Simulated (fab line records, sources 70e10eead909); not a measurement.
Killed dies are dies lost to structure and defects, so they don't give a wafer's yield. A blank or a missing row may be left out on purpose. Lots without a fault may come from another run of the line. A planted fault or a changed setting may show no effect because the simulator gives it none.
A struck lot beside a sound one | flow nand_harc | 24 steps out of a route of 1302
Sound: wafers L513.1, L513.3, L513.4. Struck: wafers L507.3, L507.4, L507.5. The cause comes at the end.
At each step with rows: each side's tool, then ch and its chambers, then its first start. Under that, the readings that differ: sound wafers | struck wafers | difference of the means | sigmas: that difference in standard deviations of wafers without a fault.
alike: readings whose means differ by less than 2 such deviations, and words and numbers that are the same on both sides. not compared: withheld readings, readings that some wafer has no value for, bounds like >300 that may hide the same value, and numbers for which the record gives no deviation and whose values overlap.
The two part at a step that has a row with sigmas, a row that says differs or no value, or rows on one side only. Numbers that don't overlap but have no deviation are shown without sigmas and don't part them. A reading that every wafer of one side lacks parts them only if that side has two wafers or more.

NHARC_P_M1_INSPECT_27:
  sound on defect_inspect-01, day 13 16:34; struck on defect_inspect-02, day 10 20:02
  alike: raw_defect_count
NHARC_P_M1_PRE_CLEAN_32: time 12 s.
  sound on pecvd-04 ch 0,1, day 13 16:38; struck on pecvd-03 ch 0,1, day 10 20:06
  alike: heater_power_w
NHARC_P_M1_DEP_33: deposits SiCN, target thk 30 nm.
  sound on pecvd-04 ch 0,1, day 13 16:43; struck on pecvd-03 ch 0,1, day 10 20:11
  alike: heater_power_w
then, 8 steps without rows for these wafers: NHARC_P_M2_DEP_00 (deposits SiOC, target thk 182.5 nm); NHARC_P_M2_DEHYDRATE_01 (time 120 s); NHARC_P_M2_HMDS_02 (time 30 s); NHARC_P_M2_COAT_34 (time 65 s); NHARC_P_M2_COAT_03 (resist thk 90 nm); NHARC_P_M2_SOFTBAKE_04 (time 55 s); NHARC_P_M2_EBR_05; NHARC_P_M2_EXPOSE_06 (exposes mask P M2, target cd 170 nm).
NHARC_P_M2_PEB_07: peb time 65 s.
  sound on litho_track-06 ch 0, day 13 17:53; struck on litho_track-04 ch 0, day 10 21:12
  reading                  | sound               | struck               | difference | sigmas
  heater_power_total_W (W) | 156.7 156.1 157.0   | 165.9 166.3 166.0    | +9.5       | +24
  plate_temp_C (C)         | 100.18 100.02 99.89 | 104.71 104.68 104.47 | +4.59      | +35
then, 1 step without rows for these wafers: NHARC_P_M2_DEVELOP_08 (develop time 35 s).
NHARC_P_M2_CD_MEAS_09: target cd 170 nm.
  sound on cd_sem-02 ch 0, day 13 17:58; struck on cd_sem-01 ch 0, day 10 21:17
  reading    | sound             | struck            | difference | sigmas
  cd_nm (nm) | 168.9 170.2 170.0 | 184.4 184.7 184.7 | +14.9      | +24
NHARC_P_M2_OVL_MEAS_10: pitch 340 nm.
  sound on overlay-01, day 13 18:03; struck on overlay-01, day 10 21:22
  reading           | sound       | struck      | difference | sigmas
  overlay_y_nm (nm) | 2.6 2.2 2.4 | 0.8 0.0 0.9 | -1.8       | -2
  alike: overlay_x_nm
NHARC_P_M2_INSPECT_11:
  sound on defect_inspect-02, day 13 18:05; struck on defect_inspect-01, day 10 21:24
  alike: raw_defect_count
NHARC_P_M2_DESCUM_14: chemistry O2, time 3 s.
  sound on rie_diel-12 ch 0,1,3, day 13 18:09; struck on rie_diel-01 ch 0,1,3, day 10 21:28
  reading               | sound             | struck            | difference | sigmas
  model.P_M2.cd_nm (nm) | 169.3 170.7 169.1 | 183.9 185.3 184.8 | +15.0      |
  alike: drypump_motor_current_A, oes_product_au, rf_vpp_V, showerhead_plenum_p_Torr, throttle_valve_pct
  not compared: rf_hours_counter_h
NHARC_P_M2_ETCH_35: etches the open film in N2/H2, target depth 40 nm, overetch 12 nm, time 43.94 s.
  sound on rie_diel-12 ch 0,1,3, day 13 18:14; struck on rie_diel-01 ch 1,2, day 10 21:34
  reading                         | sound          | struck         | difference | sigmas
  showerhead_plenum_p_Torr (Torr) | 1.90 1.90 2.11 | 2.14 2.16 2.16 | +0.18      | +2
  alike: drypump_motor_current_A, oes_product_au, rf_vpp_V, throttle_valve_pct
  not compared: rf_hours_counter_h
NHARC_P_M2_ETCH_15: etches the open film in C4F8/Ar, target depth 182.5 nm, time 91.2 s.
  sound on rie_diel-12 ch 0,1,3; struck on rie_diel-01 ch 0,1,3
  alike: oes_product_au, rf_vpp_V
  not compared: rf_hours_counter_h
NHARC_P_M2_CD_MEAS_16:
  sound on cd_sem-03, day 13 18:27; struck on cd_sem-03, day 10 21:47
  reading    | sound             | struck            | difference | sigmas
  cd_nm (nm) | 169.5 170.4 169.8 | 183.4 185.4 184.3 | +14.5      | +19
NHARC_P_M2_STRIP_18: strips in N2/H2.
  sound on rie_diel-01 ch 0,1,3, day 13 18:32; struck on rie_diel-04 ch 0,1, day 10 21:50
  alike: drypump_motor_current_A, oes_product_au, rf_vpp_V, showerhead_plenum_p_Torr, throttle_valve_pct
  not compared: rf_hours_counter_h
NHARC_P_M2_ETCH_28: etches the open film in CF4/N2, target depth 30 nm, time 72.99 s.
  sound on rie_diel-01 ch 0,1,3; struck on rie_diel-04 ch 0,3
  reading               | sound             | struck            | difference | sigmas
  model.P_M2.cd_nm (nm) | 169.9 170.6 169.6 | 182.7 184.7 184.9 | +14.1      |
  alike: drypump_motor_current_A, oes_product_au, rf_vpp_V, showerhead_plenum_p_Torr, throttle_valve_pct
  not compared: rf_hours_counter_h
then, 1 step without rows for these wafers: NHARC_P_M2_STRIP_19 (strips in post etch residue remover, time 600 s).
-- the record jumps here: 18 days lie between the struck wafers' starts before and after (it left off in module P_M2 and takes up again in module END, whose first step shown is number 1302 of the route) --
NHARC_END_SORT_01:
  sound on prober-01 ch 0, day 31 11:50; struck on prober-01 ch 0, day 28 17:46
  alike: defect_limited_yield, killed_at_array, killed_at_other, killed_at_periphery, killed_dies, killed_open, killed_short

WHERE THEY PART
First at NHARC_P_M2_PEB_07; last, within this record, at NHARC_P_M2_CD_MEAS_16. Later steps at which nothing parts them and some readings are alike: NHARC_P_M2_STRIP_18, NHARC_P_M2_ETCH_28, NHARC_END_SORT_01.

WHY: what the simulator had put in
Process parameter drift: litho_track-04, from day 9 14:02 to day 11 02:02, at NHARC_P_M2_PEB_07. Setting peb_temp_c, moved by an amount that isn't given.
